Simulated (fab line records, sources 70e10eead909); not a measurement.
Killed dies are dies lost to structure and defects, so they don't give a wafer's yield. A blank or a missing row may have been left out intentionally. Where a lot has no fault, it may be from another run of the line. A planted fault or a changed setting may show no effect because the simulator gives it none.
Which tool was responsible?	flow nand-harc	6 lots with 18 wafers sampled at 4 steps, on a route of 1159 steps

== WHAT THE GAUGES SHOWED, per wafer ==
NHARC_A_SOURCE_PLATE_THK_MEAS_06: measures by ellipsometry.
lot	measured	on	thk-nm (nm)
L348	day 8 02:59	film-metro-01	204.5 202.3 200.2
L355	day 9 18:38	film-metro-01	49.6 47.9 49.1
L357	day 10 20:43	film-metro-02	200.0 197.2 198.6
L360	day 11 03:22	film-metro-02	200.6 205.7 203.1
L363	day 11 17:21	film-metro-02	199.7 198.4 198.4
L367	day 13 03:56	film-metro-02	203.4 202.9 205.2

== WHAT TOOL EACH LOT RAN ON (gives the tool, then ch and the chambers of the sampled wafers, and finally the start) ==
lot	NHARC_P_BONDPAD_ETCH_12	NHARC_P_BONDPAD_PRE_CLEAN_26	NHARC_A_SOURCE_PLATE_CVD_03
L348	rie-diel-06 ch 2,3, day 7 04:09 or earlier	pvd-sputter-03, day 7 04:09 or earlier	lpcvd-poly-03 ch 0, day 7 16:43
L355	rie-diel-01 ch 1,2, day 8 17:54 or earlier	pvd-sputter-02, day 8 17:54 or earlier	lpcvd-poly-04, day 9 06:17
L357	rie-diel-01 ch 0,1,2, day 9 21:58 or earlier	pvd-sputter-01, day 9 21:58 or earlier	lpcvd-poly-04 ch 0, day 10 10:10
L360	rie-diel-06 ch 1,2,3, day 10 04:22 or earlier	pvd-sputter-01, day 10 04:22 or earlier	lpcvd-poly-04 ch 0, day 10 16:46
L363	rie-diel-06 ch 0,2,3, day 10 18:47 or earlier	pvd-sputter-03, day 10 18:47 or earlier	lpcvd-poly-03 ch 0, day 11 06:47
L367	rie-diel-08 ch 1,2,3, day 12 03:24 or earlier	pvd-sputter-03, day 12 03:24 or earlier	lpcvd-poly-01 ch 0, day 12 15:41
- NHARC_P_BONDPAD_ETCH_12: etches the open film in CHF3/O2, target depth 200 nm, time 100 s.
- NHARC_P_BONDPAD_PRE_CLEAN_26: time 30 s.
- NHARC_A_SOURCE_PLATE_CVD_03: deposits poly-Si, target thk 200 nm, time 4000 s.

== THE ANSWER, worked out from the rows above alone ==
Rule: what is usual is taken from the lots themselves. Put in order of their means at a reading, lots are off if they are a third of the lots or fewer, leave a main group of 4 or more, and stand apart from it by a gap of 3 or more times the standard deviation of the main group's means; of several such gaps the widest counts. The tables above print the reading to a certain number of digits; a main group whose means all agree to those digits is not used. Also off: a lot with no number at a reading for which 4 or more lots have one. All remaining lots with rows at the step are treated as sound.
Off at NHARC_A_SOURCE_PLATE_THK_MEAS_06 (thk-nm): L355. Main group: mean 201.3 nm, sd 2.2.
If a tool, at a process step before that reading, ran all the lots that are off and no sound lot after the first of them, it fits. Gauges at NHARC_A_SOURCE_PLATE_THK_MEAS_06: tried the same way as those tools. NHARC_P_BONDPAD_ETCH_12: start missing for some lots; hours and lot order therefore follow NHARC_A_START_INSPECT_01. NHARC_P_BONDPAD_PRE_CLEAN_26: start missing for some lots; hours and lot order therefore follow NHARC_A_START_INSPECT_01. 2 tools fit, pvd-sputter-02 at NHARC_P_BONDPAD_PRE_CLEAN_26 and film-metro-01 at NHARC_A_SOURCE_PLATE_THK_MEAS_06, so this cannot tell which one it is.

== WHAT THE SIMULATOR HAD INSERTED ==
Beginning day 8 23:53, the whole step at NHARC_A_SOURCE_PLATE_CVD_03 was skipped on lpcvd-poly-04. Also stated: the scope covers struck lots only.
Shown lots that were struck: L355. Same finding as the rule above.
